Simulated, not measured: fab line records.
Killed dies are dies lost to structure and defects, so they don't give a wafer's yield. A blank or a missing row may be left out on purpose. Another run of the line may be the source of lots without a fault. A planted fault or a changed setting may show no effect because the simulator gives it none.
One fault seen from 2 desks -- flow n5-finfet -- every desk sees just its own numbers, and what lay behind them comes last

## FROM THE METROLOGY DESK
Means of the sampled wafers that have a number, per lot and without regard to the tool the lot ran on: this is what the gauges read. If a lot's mean is further than 4 standard deviations from the usual mean, the lot is out of limits and carries the mark OUT (the distance appears in the brackets). It has 12 readings, of which 7 appear: the earliest out of limits, and the ones furthest out on some lot.
Columns: A = GATE_CUT_OVL at N5_GATE_CUT_OVL_MEAS_14, usual 0.6 nm; B = GC_FILL_THK at N5_GATE_CUT_THK_MEAS_24, usual 219.3 nm; C = ION_N at N5_BEOL_M4_RC_MEAS_101, usual 673 uA/um; D = ION_P at N5_BEOL_M4_RC_MEAS_101, usual 461 uA/um; E = SS_N at N5_BEOL_M4_RC_MEAS_101, usual 71.4 mV/dec; F = VT_N at N5_BEOL_M4_RC_MEAS_101, usual 250 mV; G = VT_P at N5_BEOL_M4_RC_MEAS_101, usual -250.9 mV
lot,first seen here,A,B,C,D,E,F,G
L263,day 5 01:38,-0.4,218.8,678,465,72.5,247,-249.0
L266,day 5 14:35,-0.1,219.1,673,462,71.3,250,-250.7
L268,day 6 00:17,0.9,207.3 (-6.3) OUT,667,462,71.2,254,-252.2
L271,day 6 18:37,0.2,208.1 (-5.9) OUT,688,462,72.1,246,-250.9
L273,day 7 04:43,1.1,201.0 (-9.6) OUT,666,465,70.5,256,-252.0
L280,day 9 00:25,-0.1,218.6,674,466,71.6,253,-249.8
L284,day 10 01:21,0.5,218.9,685,473,71.4,246,-247.3
L285,day 10 07:32,1.0,218.6,680,461,71.9,249,-250.7
Per this desk, out of limits: L268, L271, L273; the first was L268, day 6 03:17 (GC_FILL_THK at N5_GATE_CUT_THK_MEAS_24). L263, L266, L280, L284, L285 stayed within limits.

## FOR THE TOOL OWNER'S DESK: pecvd-01
The tool's own readings at N5_GATE_CUT_HM_DEP_46 (deposits SiO2 from TEOS/O2, target thk 130 nm, time 26.6 s): means of the sampled wafers that have a number, for each lot that ran on this tool. If a lot's mean is further than 4 standard deviations from the usual mean, the lot is out of limits and carries the mark OUT (the distance appears in the brackets).
Columns: A = heater-power-w at N5_GATE_CUT_HM_DEP_46, usual 620 W; B = showerhead-plenum-p-Torr at N5_GATE_CUT_HM_DEP_46, usual 8.34 Torr; C = susceptor-temp-C at N5_GATE_CUT_HM_DEP_46, usual 399.98 C; D = throttle-valve-pct at N5_GATE_CUT_HM_DEP_46, usual 18.7 %
lot,first seen here,A,B,C,D
L263,day 5 01:16,578,8.31,400.07,17.3
L268,day 5 23:55,598,8.31,400.17,17.5
L271,day 6 18:07,657,8.34,399.80,18.1
L273,day 7 04:14,664,8.34,400.38,17.7
L284,day 10 00:59,597,8.33,399.88,18.1
This desk found nothing out of limits on any of the 5 lots.

## TAKEN TOGETHER
The metrology desk could have raised an alarm at day 6 03:17, on L268, L271, L273.
Nothing out of limits was seen by the tool owner's desk.
On record at the tool owner's desk: L268, L271, L273, within its limits.
Of the lots named, all ran N5_GATE_CUT_HM_DEP_46 on pecvd-01.

## WHAT THE SIMULATOR PUT IN
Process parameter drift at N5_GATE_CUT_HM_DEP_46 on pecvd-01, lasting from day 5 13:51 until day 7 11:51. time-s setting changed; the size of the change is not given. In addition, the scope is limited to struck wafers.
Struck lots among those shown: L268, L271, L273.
Time in hours between the start of the fault and the first out-of-limits reading at each desk: metrology desk, 13.
